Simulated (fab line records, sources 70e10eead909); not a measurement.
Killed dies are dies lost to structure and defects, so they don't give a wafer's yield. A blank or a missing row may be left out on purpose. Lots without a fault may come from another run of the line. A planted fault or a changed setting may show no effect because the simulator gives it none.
A struck lot beside a sound one | flow nand_harc | 42 steps out of a route of 1302
Sound: wafers L563.1, L563.2, L563.5. Struck: wafers L580.2, L580.3. The cause comes at the end.
At each step with rows: each side's tool, then ch and its chambers, then its first start. Under that, the readings that differ: sound wafers | struck wafers | difference of the means | sigmas: that difference in standard deviations of wafers without a fault.
alike: readings whose means differ by less than 2 such deviations, and words and numbers that are the same on both sides. not compared: withheld readings, readings that some wafer has no value for, bounds like >300 that may hide the same value, and numbers for which the record gives no deviation and whose values overlap.
The two part at a step that has a row with sigmas, a row that says differs or no value, or rows on one side only. Numbers that don't overlap but have no deviation are shown without sigmas and don't part them. A reading that every wafer of one side lacks parts them only if that side has two wafers or more.

first, 1 step without rows for these wafers: NHARC_P_M0_DEVELOP_08 (develop time 35 s).
NHARC_P_M0_CD_MEAS_09: target cd 90 nm.
  sound on cd_sem-02 ch 0, day 6 18:55; struck on cd_sem-01 ch 0, day 14 02:05
  alike: cd_nm
NHARC_P_M0_OVL_MEAS_10: pitch 180 nm.
  sound on overlay-02, day 6 18:59; struck on overlay-02, day 14 02:10
  reading           | sound          | struck  | difference | sigmas
  overlay_x_nm (nm) | -0.3 -0.8 -0.8 | 0.7 1.5 | +1.7       | +2
  overlay_y_nm (nm) | -2.1 -1.9 -1.8 | 1.0 0.5 | +2.7       | +2
NHARC_P_M0_INSPECT_11:
  sound on defect_inspect-02, day 6 19:02; struck on defect_inspect-02, day 14 02:13
  alike: raw_defect_count
then, 1 step without rows for these wafers: NHARC_P_M0_DESCUM_14 (chemistry O2, time 3 s).
NHARC_P_M0_ETCH_34: etches the open film in N2/H2, target depth 40 nm, overetch 12 nm, time 43.94 s.
  sound on rie_diel-12 ch 0,2, day 6 19:11; struck on rie_diel-12 ch 0,2, day 14 02:23
  alike: chamber_pressure_mTorr, drypump_motor_current_A, h2_flow_sccm, oes_product_au, rf_fwd_power_W, rf_vpp_V, showerhead_plenum_p_Torr, throttle_valve_pct
  not compared: rf_hours_counter_h
then, 1 step without rows for these wafers: NHARC_P_M0_ETCH_15 (etches the open film in C4F8/Ar, target depth 150 nm, overetch 15 nm, time 82.5 s).
NHARC_P_M0_CD_MEAS_16:
  sound on cd_sem-03, day 6 19:23; struck on cd_sem-01, day 14 02:40
  alike: cd_nm
NHARC_P_M0_STRIP_18: strips in N2/H2.
  sound on rie_diel-03 ch 1,2, day 6 19:33; struck on rie_diel-12 ch 0,2, day 14 02:44
  alike: chamber_pressure_mTorr, drypump_motor_current_A, h2_flow_sccm, oes_product_au, rf_fwd_power_W, rf_vpp_V, showerhead_plenum_p_Torr, throttle_valve_pct
  not compared: rf_hours_counter_h
then, 2 steps without rows for these wafers: NHARC_P_M0_STRIP_19 (strips in post etch residue remover, time 600 s); NHARC_P_M0_DEGAS_28 (time 60 s).
NHARC_P_M0_PRE_CLEAN_29: time 30 s.
  sound on pvd_sputter-02; struck on pvd_sputter-03
  alike: heater_power_w
NHARC_P_M0_PVD_20: deposits TaN, target thk 5 nm, time 8.06 s.
  sound on pvd_sputter-02, day 6 20:12; struck on pvd_sputter-03, day 14 03:26
  alike: throttle_valve_pct
then, 2 steps without rows for these wafers: NHARC_P_M0_PVD_21 (deposits Cu, target thk 30 nm, time 20.49 s); NHARC_P_M0_ECD_22 (material Cu, target thk 400 nm).
NHARC_P_M0_ANNEAL_30: time 90 s.
  sound on rtp_anneal-02 ch 0, day 6 20:50; struck on rtp_anneal-01 ch 0, day 14 04:06
  alike: wafer_temp_C_max
then, 1 step without rows for these wafers: NHARC_P_M0_CMP_23 (polishes, t overpolish 20 s, target thk 117.54 nm).
NHARC_P_M0_THK_MEAS_24: measures by xrf.
  sound on film_metro-02, day 6 21:29; struck on film_metro-01, day 14 04:42
  alike: thk_nm
then, 1 step without rows for these wafers: NHARC_P_M0_SRD_25.
NHARC_P_M0_INSPECT_27:
  sound on defect_inspect-02, day 6 21:38; struck on defect_inspect-01, day 14 04:52
  alike: raw_defect_count
then, 12 steps without rows for these wafers: NHARC_P_M0_PRE_CLEAN_31 (time 12 s); NHARC_P_M0_DEP_32 (deposits SiCN, target thk 30 nm); NHARC_P_M1_DEP_00 (deposits SiOC, target thk 182.5 nm); NHARC_P_M1_DEHYDRATE_01 (time 120 s); NHARC_P_M1_HMDS_02 (time 30 s); NHARC_P_M1_COAT_34 (time 65 s); NHARC_P_M1_COAT_03 (resist thk 90 nm); NHARC_P_M1_SOFTBAKE_04 (time 55 s); NHARC_P_M1_EBR_05; NHARC_P_M1_EXPOSE_06 (exposes mask P M1, target cd 130 nm); NHARC_P_M1_PEB_07 (peb time 65 s); NHARC_P_M1_DEVELOP_08 (develop time 35 s).
NHARC_P_M1_CD_MEAS_09: target cd 130 nm.
  sound on cd_sem-02 ch 0, day 6 22:55; struck on cd_sem-03 ch 0, day 14 06:19
  alike: cd_nm
NHARC_P_M1_OVL_MEAS_10: pitch 260 nm.
  sound on overlay-02, day 6 23:01; struck on overlay-02, day 14 06:24
  alike: overlay_x_nm, overlay_y_nm
NHARC_P_M1_INSPECT_11:
  sound on defect_inspect-01, day 6 23:03; struck on defect_inspect-01, day 14 06:26
  alike: raw_defect_count
then, 1 step without rows for these wafers: NHARC_P_M1_DESCUM_14 (chemistry O2, time 3 s).
NHARC_P_M1_ETCH_35: etches the open film in N2/H2, target depth 40 nm, overetch 12 nm, time 43.94 s.
  sound on rie_diel-07 ch 0,1, day 6 23:12; struck on rie_diel-05 ch 0,1, day 14 06:35
  alike: chamber_pressure_mTorr, drypump_motor_current_A, h2_flow_sccm, oes_product_au, rf_fwd_power_W, rf_vpp_V, showerhead_plenum_p_Torr, throttle_valve_pct
  not compared: rf_hours_counter_h
then, 1 step without rows for these wafers: NHARC_P_M1_ETCH_15 (etches the open film in C4F8/Ar, target depth 182.5 nm, time 91.2 s).
NHARC_P_M1_CD_MEAS_16:
  sound on cd_sem-01, day 6 23:25; struck on cd_sem-01, day 14 06:48
  alike: cd_nm
then, 2 steps without rows for these wafers: NHARC_P_M1_STRIP_18 (strips in N2/H2); NHARC_P_M1_ETCH_28 (etches the open film in CF4/N2, target depth 30 nm, time 72.99 s).
-- the record jumps here: 18 days lie between the struck wafers' starts before and after (it left off in module P_M1 and takes up again in module END, whose first step shown is number 1302 of the route) --
NHARC_END_SORT_01:
  the record has rows for the struck wafers here (prober-01 ch 0, day 31 23:50) and none for the sound ones

WHERE THEY PART
First at NHARC_P_M0_OVL_MEAS_10; last, within this record, at NHARC_END_SORT_01.

WHY: what the simulator had put in
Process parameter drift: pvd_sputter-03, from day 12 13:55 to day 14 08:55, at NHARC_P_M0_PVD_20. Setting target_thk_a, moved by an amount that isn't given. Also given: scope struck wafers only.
